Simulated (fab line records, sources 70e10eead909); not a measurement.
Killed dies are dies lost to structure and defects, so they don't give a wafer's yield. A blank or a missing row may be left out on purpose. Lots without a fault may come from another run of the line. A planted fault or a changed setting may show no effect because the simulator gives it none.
Which tool did it? | flow nand_harc | 24 lots, 72 wafers sampled, at 6 steps of a route of 1159

WHAT THE GAUGES READ, wafer by wafer
NHARC_A_M1_INSPECT_27. Usual: raw_defect_count 450, standard deviation 130.
lot  | measured     | on                | raw_defect_count | flag
L075 | day 17 22:19 | defect_inspect-01 | 614 494 377      |
L074 | day 17 23:13 | defect_inspect-02 | 441 432 407      |
L078 | day 18 05:22 | defect_inspect-01 | 619 839 516      |
L077 | day 18 06:20 | defect_inspect-01 | 458 352 448      |
L079 | day 18 12:55 | defect_inspect-01 | 487 303 657      |
L076 | day 18 21:01 | defect_inspect-01 | 420 380 431      |
L080 | day 18 21:31 | defect_inspect-01 | 364 373 302      |
L082 | day 19 21:52 | defect_inspect-01 | 298 398 372      |
L081 | day 20 03:17 | defect_inspect-01 | 345 289 461      |
L084 | day 20 03:30 | defect_inspect-02 | 331 312 340      |
L083 | day 20 08:44 | defect_inspect-01 | 608 530 846      |
L088 | day 20 23:32 | defect_inspect-01 | 462 422 477      |
L086 | day 20 23:54 | defect_inspect-01 | 948 480 395      |
L085 | day 21 00:37 | defect_inspect-02 | 627 426 369      |
L090 | day 21 17:22 | defect_inspect-01 | 338 380 314      |
L091 | day 21 18:07 | defect_inspect-01 | 376 390 307      |
L087 | day 21 18:14 | defect_inspect-01 | 478 304 494      |
L089 | day 21 18:36 | defect_inspect-01 | 444 564 387      |
L093 | day 22 09:38 | defect_inspect-01 | 379 399 309      |
L092 | day 23 03:16 | defect_inspect-02 | 479 529 503      |
L095 | day 23 07:11 | defect_inspect-02 | 333 360 364      |
L096 | day 23 07:29 | defect_inspect-02 | 520 747 488      |
L094 | day 23 19:05 | defect_inspect-01 | 278 367 386      |
L097 | day 23 19:42 | defect_inspect-01 | 389 299 437      |

NHARC_A_BONDPAD_INSPECT_23. Usual: raw_defect_count 460, standard deviation 120.
lot  | measured     | on                | raw_defect_count | flag
L075 | day 18 02:56 | defect_inspect-01 | 382 468 521      |
L074 | day 18 04:08 | defect_inspect-02 | 428 292 485      |
L078 | day 18 10:10 | defect_inspect-02 | 446 530 487      |
L077 | day 18 11:04 | defect_inspect-01 | 663 332 498      |
L079 | day 18 17:44 | defect_inspect-01 | 595 906 427      |
L076 | day 19 01:44 | defect_inspect-02 | 673 510 603      |
L080 | day 19 02:12 | defect_inspect-01 | 347 387 328      |
L082 | day 20 02:38 | defect_inspect-01 | 761 621 385      |
L081 | day 20 07:58 | defect_inspect-02 | 592 539 489      |
L084 | day 20 08:19 | defect_inspect-01 | 508 379 291      |
L083 | day 20 13:26 | defect_inspect-01 | 401 733 473      |
L088 | day 21 04:17 | defect_inspect-01 | 439 343 551      |
L086 | day 21 04:36 | defect_inspect-01 | 428 391 305      |
L085 | day 21 05:32 | defect_inspect-01 | 440 463 364      |
L090 | day 21 22:30 | defect_inspect-01 | 626 565 513      |
L091 | day 21 22:50 | defect_inspect-01 | 379 653 398      |
L087 | day 21 23:02 | defect_inspect-01 | 506 578 690      |
L089 | day 21 23:47 | defect_inspect-01 | 411 502 293      |
L093 | day 22 14:25 | defect_inspect-02 | 532 568 524      |
L092 | day 23 07:54 | defect_inspect-02 | 381 418 455      |
L095 | day 23 11:50 | defect_inspect-01 | 327 360 340      |
L096 | day 23 12:21 | defect_inspect-01 | 494 605 597      |
L094 | day 24 00:35 | defect_inspect-01 | 453 441 377      |
L097 | day 24 00:59 | defect_inspect-02 | 345 346 342      |

NHARC_HYBRID_BOND_OVL_MEAS_05. Usual: overlay_x_nm -2 nm, standard deviation 31; overlay_y_nm 3 nm, standard deviation 34.
lot  | measured     | on         | overlay_x_nm (nm) | overlay_y_nm (nm) | flag
L075 | day 18 14:40 | overlay-01 | 16 -64 -31        | -21 -4 27         |
L074 | day 18 14:40 | overlay-02 | 43 16 4           | 86 -26 66         |
L078 | day 18 22:47 | overlay-02 | -3 4 -25          | 12 -13 28         |
L077 | day 18 22:47 | overlay-01 | -18 -23 4         | 19 -22 -40        |
L079 | day 19 07:45 | overlay-01 | -13 17 -43        | -4 11 1           |
L076 | day 19 12:19 | overlay-02 | -70 8 1           | -42 -16 -13       |
L080 | day 19 12:19 | overlay-01 | -23 27 -9         | -8 -11 -57        |
L082 | day 20 15:47 | overlay-02 | 5 -31 16          | 24 -8 -27         |
L081 | day 20 15:47 | overlay-01 | 33 33 28          | -38 -7 54         |
L084 | day 20 15:47 | overlay-01 | -31 -3 -79        | -10 -13 28        |
L083 | day 21 04:02 | overlay-02 | 22 25 57          | -68 -102 7        |
L088 | day 21 14:35 | overlay-02 | 20 51 -1          | -37 -16 -84       |
L086 | day 21 14:35 | overlay-02 | -10 11 9          | -6 -39 74         |
L085 | day 21 14:37 | overlay-02 | -46 29 -20        | -27 -25 -35       |
L090 | day 22 11:04 | overlay-01 | 4 -10 -29         | -9 3 -1           |
L091 | day 22 11:04 | overlay-02 | 14 -28 -57        | 24 -9 -44         |
L087 | day 22 11:04 | overlay-01 | 31 -14 0          | 6 84 7            |
L089 | day 22 11:04 | overlay-02 | 26 15 22          | -3 -20 2          |
L093 | day 23 01:36 | overlay-01 | -21 -10 -59       | 9 16 3            |
L092 | day 23 17:39 | overlay-02 | 44 -15 -61        | -7 -11 -16        |
L095 | day 23 22:03 | overlay-02 | 48 40 -11         | 10 -1 31          |
L096 | day 23 22:03 | overlay-01 | -5 -78 -15        | 24 53 -14         |
L094 | day 24 10:22 | overlay-02 | -29 -51 -22       | -29 20 34         |
L097 | day 24 10:22 | overlay-01 | 6 -1 -37          | -25 12 -69        |

NHARC_THIN_TSV_CD_MEAS_12: target cd 1000 nm. Usual: cd_nm 1000.7 nm, standard deviation 1.4.
lot  | measured     | on        | cd_nm (nm)           | flag
L075 | day 18 18:39 | cd_sem-03 | 999.4 999.6 1000.8   |
L074 | day 18 17:26 | cd_sem-03 | 1000.8 1001.0 1002.4 |
L078 | day 19 01:24 | cd_sem-03 | 1002.7 1002.8 1001.8 |
L077 | day 19 02:45 | cd_sem-03 | 1001.2 1001.1 1002.4 |
L079 | day 19 10:23 | cd_sem-03 | 999.7 1000.1 1000.5  |
L076 | day 19 14:55 | cd_sem-02 | 1000.8 1000.8 1000.2 |
L080 | day 19 16:08 | cd_sem-02 | 998.4 1000.8 1000.1  |
L082 | day 20 19:54 | cd_sem-01 | 1000.6 1000.1 1001.3 |
L081 | day 20 20:58 | cd_sem-02 | 1001.5 1002.1 1000.4 |
L084 | day 20 18:45 | cd_sem-02 | 1001.2 998.8 998.6   |
L083 | day 21 06:40 | cd_sem-01 | 999.9 999.5 999.8    |
L088 | day 21 17:23 | cd_sem-03 | 1000.1 1000.6 998.8  |
L086 | day 21 18:36 | cd_sem-03 | 1001.3 1001.8 1000.8 |
L085 | day 21 19:46 | cd_sem-01 | 1001.9 1003.6 1002.7 |
L090 | day 22 13:56 | cd_sem-03 | 999.2 999.6 1000.6   |
L091 | day 22 15:07 | cd_sem-02 | 1001.5 1001.9 1002.6 |
L087 | day 22 16:14 | cd_sem-03 | 1001.2 1002.1 1002.7 |
L089 | day 22 17:46 | cd_sem-03 | 1000.4 1000.2 1000.8 |
L093 | day 23 04:25 | cd_sem-01 | 999.1 999.5 999.6    |
L092 | day 23 20:40 | cd_sem-02 | 1001.3 999.8 999.2   |
L095 | day 24 00:40 | cd_sem-03 | 999.8 998.1 999.4    |
L096 | day 24 02:03 | cd_sem-03 | 1000.3 1001.2 999.3  |
L094 | day 24 14:20 | cd_sem-03 | 1001.1 1003.2 1001.8 |
L097 | day 24 13:12 | cd_sem-02 | 1001.7 998.6 1002.4  |

WHICH TOOL RAN EACH LOT (tool, then ch and the chambers of the sampled wafers, then the start)
lot  | NHARC_A_M1_DEP_33               | NHARC_A_BONDPAD_DESCUM_11
L075 | pecvd-03 ch 0,2, day 17 22:31   | rie_diel-03 ch 0,2, day 18 00:20
L074 | pecvd-02 ch 0,2, day 17 23:22   | rie_diel-03 ch 1,2,3, day 18 01:22
L078 | pecvd-03 ch 0,1, day 18 05:37   | rie_diel-03 ch 2,3, day 18 07:31
L077 | pecvd-03 ch 1,2, day 18 06:32   | rie_diel-01 ch 0,2,3, day 18 08:29
L079 | pecvd-04 ch 0,1,2, day 18 13:04 | rie_diel-07 ch 0,1,2, day 18 14:56
L076 | pecvd-04 ch 0,1, day 18 21:12   | rie_diel-07 ch 0,1, day 18 23:10
L080 | pecvd-04 ch 1,2, day 18 21:42   | rie_diel-07 ch 0,3, day 18 23:34
L082 | pecvd-02 ch 0,1,2, day 19 22:06 | rie_diel-03 ch 1,3, day 20 00:00
L081 | pecvd-02 ch 0,2, day 20 03:28   | rie_diel-03 ch 0,1,3, day 20 05:26
L084 | pecvd-03 ch 1,2, day 20 03:39   | rie_diel-03 ch 0,2,3, day 20 05:39
L083 | pecvd-02 ch 0,1,2, day 20 08:52 | rie_diel-03 ch 0,1,3, day 20 10:53
L088 | pecvd-04 ch 0,1,2, day 20 23:40 | rie_diel-01 ch 1,2, day 21 01:41
L086 | pecvd-04 ch 0,1,2, day 21 00:02 | rie_diel-07 ch 0,2,3, day 21 02:02
L085 | pecvd-02 ch 0,1,2, day 21 01:04 | rie_diel-03 ch 2,3, day 21 02:58
L090 | pecvd-03 ch 0,1,2, day 21 17:38 | rie_diel-07 ch 0,3, day 21 19:33
L091 | pecvd-02 ch 0,1, day 21 18:16   | rie_diel-03 ch 0,2,3, day 21 20:08
L087 | pecvd-03 ch 0,1, day 21 18:28   | rie_diel-03 ch 1,2,3, day 21 20:25
L089 | pecvd-04 ch 0,1, day 21 18:44   | rie_diel-03 ch 1,2,3, day 21 20:47
L093 | pecvd-04 ch 0,1,2, day 22 09:47 | rie_diel-03 ch 1,2, day 22 11:47
L092 | pecvd-02 ch 0,2, day 23 03:25   | rie_diel-03 ch 1,2,3, day 23 05:20
L095 | pecvd-03 ch 0,2, day 23 07:19   | rie_diel-03 ch 0,1,3, day 23 09:13
L096 | pecvd-02 ch 0,1,2, day 23 07:40 | rie_diel-03 ch 0,1,2, day 23 09:42
L094 | pecvd-03 ch 0,1,2, day 23 19:14 | rie_diel-03 ch 0,3, day 23 21:33
L097 | pecvd-04 ch 1,2, day 23 19:51   | rie_diel-03 ch 0,2, day 23 21:52
- NHARC_A_M1_DEP_33: deposits SiCN, target thk 30 nm.
- NHARC_A_BONDPAD_DESCUM_11: chemistry O2, time 3 s.

WHAT THE TOOLS THEMSELVES READ (means of the sampled wafers that have a number; where no wafer has one, the mark that the record gives instead)
NHARC_A_M1_DEP_33. Usual: heater_power_w 589 W, standard deviation 81; rf_fwd_power_W 449.2 W, standard deviation 1.4.
lot  | tool     | heater_power_w (W) | rf_fwd_power_W (W) | flag
L075 | pecvd-03 | 500                | 448.6              |
L074 | pecvd-02 | 583                | 448.5              |
L078 | pecvd-03 | 563                | 449.4              |
L077 | pecvd-03 | 514                | 448.7              |
L079 | pecvd-04 | 635                | 449.8              |
L076 | pecvd-04 | 664                | 448.3              |
L080 | pecvd-04 | 658                | 447.5              |
L082 | pecvd-02 | 566                | 449.7              |
L081 | pecvd-02 | 508                | 449.9              |
L084 | pecvd-03 | 545                | 449.0              |
L083 | pecvd-02 | 598                | 449.7              |
L088 | pecvd-04 | 633                | 449.6              |
L086 | pecvd-04 | 667                | 448.5              |
L085 | pecvd-02 | 554                | 449.3              |
L090 | pecvd-03 | 552                | 447.5              |
L091 | pecvd-02 | 601                | 449.5              |
L087 | pecvd-03 | 497                | 449.7              |
L089 | pecvd-04 | 673                | 447.6              |
L093 | pecvd-04 | 684                | 449.1              |
L092 | pecvd-02 | 554                | 449.2              |
L095 | pecvd-03 | 523                | 448.1              |
L096 | pecvd-02 | 587                | 450.7              |
L094 | pecvd-03 | 545                | 449.9              |
L097 | pecvd-04 | 693                | 450.2              |

NHARC_A_BONDPAD_DESCUM_11. Usual: drypump_motor_current_A 5.8 A, standard deviation 0.39; o2_flow_sccm 200.1 sccm, standard deviation 0.66; oes_product_au 1.002 a.u., standard deviation 0.0064; rf_vpp_V 57.6 V, standard deviation 0.99; showerhead_plenum_p_Torr 1.90 Torr, standard deviation 0.085; throttle_valve_pct 11.311 %, standard deviation 0.0097.
lot  | tool        | drypump_motor_current_A (A) | o2_flow_sccm (sccm) | oes_product_au (a.u.) | rf_vpp_V (V) | showerhead_plenum_p_Torr (Torr) | throttle_valve_pct (%) | flag
L075 | rie_diel-03 | 5.8                         | 199.9               | 0.997                 | 57.3         | 1.96                            | 11.314                 |
L074 | rie_diel-03 | 6.0                         | 200.4               | 1.002                 | 57.5         | 1.87                            | 11.308                 |
L078 | rie_diel-03 | 6.2                         | 199.0               | 0.998                 | 57.4         | 1.90                            | 11.321                 |
L077 | rie_diel-01 | 5.7                         | 200.3               | 1.003                 | 58.0         | 1.89                            | 11.310                 |
L079 | rie_diel-07 | 5.4                         | 199.8               | 1.001                 | 57.8         | 2.02                            | 11.319                 |
L076 | rie_diel-07 | 5.2                         | 200.8               | 1.001                 | 58.5         | 2.00                            | 11.311                 |
L080 | rie_diel-07 | 5.4                         | 199.5               | 1.007                 | 57.6         | 1.94                            | 11.306                 |
L082 | rie_diel-03 | 5.9                         | 200.3               | 1.003                 | 57.6         | 1.81                            | 11.315                 |
L081 | rie_diel-03 | 5.8                         | 200.1               | 1.004                 | 56.5         | 1.86                            | 11.311                 |
L084 | rie_diel-03 | 5.9                         | 199.8               | 1.002                 | 57.7         | 1.92                            | 11.316                 |
L083 | rie_diel-03 | 5.7                         | 200.5               | 1.007                 | 57.7         | 1.86                            | 11.307                 |
L088 | rie_diel-01 | 6.0                         | 199.6               | 1.014                 | 57.2         | 1.86                            | 11.322                 |
L086 | rie_diel-07 | 5.5                         | 200.1               | 1.000                 | 57.7         | 1.95                            | 11.305                 |
L085 | rie_diel-03 | 6.2                         | 200.4               | 0.998                 | 56.8         | 1.90                            | 11.312                 |
L090 | rie_diel-07 | 5.7                         | 199.5               | 0.997                 | 56.8         | 1.85                            | 11.311                 |
L091 | rie_diel-03 | 5.9                         | 200.1               | 0.996                 | 57.3         | 1.92                            | 11.318                 |
L087 | rie_diel-03 | 6.0                         | 199.5               | 0.996                 | 58.2         | 1.87                            | 11.314                 |
L089 | rie_diel-03 | 6.0                         | 200.5               | 0.999                 | 57.4         | 1.87                            | 11.311                 |
L093 | rie_diel-03 | 5.8                         | 199.0               | 1.001                 | 57.4         | 1.84                            | 11.316                 |
L092 | rie_diel-03 | 6.0                         | 199.5               | 0.999                 | 57.6         | 1.87                            | 11.311                 |
L095 | rie_diel-03 | 5.8                         | 200.9               | 1.000                 | 57.5         | 1.86                            | 11.313                 |
L096 | rie_diel-03 | 5.7                         | 199.9               | 0.997                 | 56.9         | 1.90                            | 11.308                 |
L094 | rie_diel-03 | 5.9                         | 200.5               | 0.999                 | 58.1         | 1.89                            | 11.302                 |
L097 | rie_diel-03 | 5.8                         | 200.2               | 1.001                 | 58.5         | 1.96                            | 11.303                 |

THE ANSWER, worked out from the rows above alone
Rule: a lot is off if the mean of its wafers that have a number lies more than 3 standard deviations from the usual mean. A lot without any number at a reading at which 4 lots or more have one is off too. The other lots that the step has rows for count as sound. The gauges are gone through in route order, then the tools' own readings, and for those a lot's mean is taken as printed above. The first step at which some lot is off is used, and at that step the reading that is off furthest; a lot without a number counts as furthest.
No lot is off at any reading shown: from this, nothing can be told.

WHAT THE SIMULATOR HAD PUT IN
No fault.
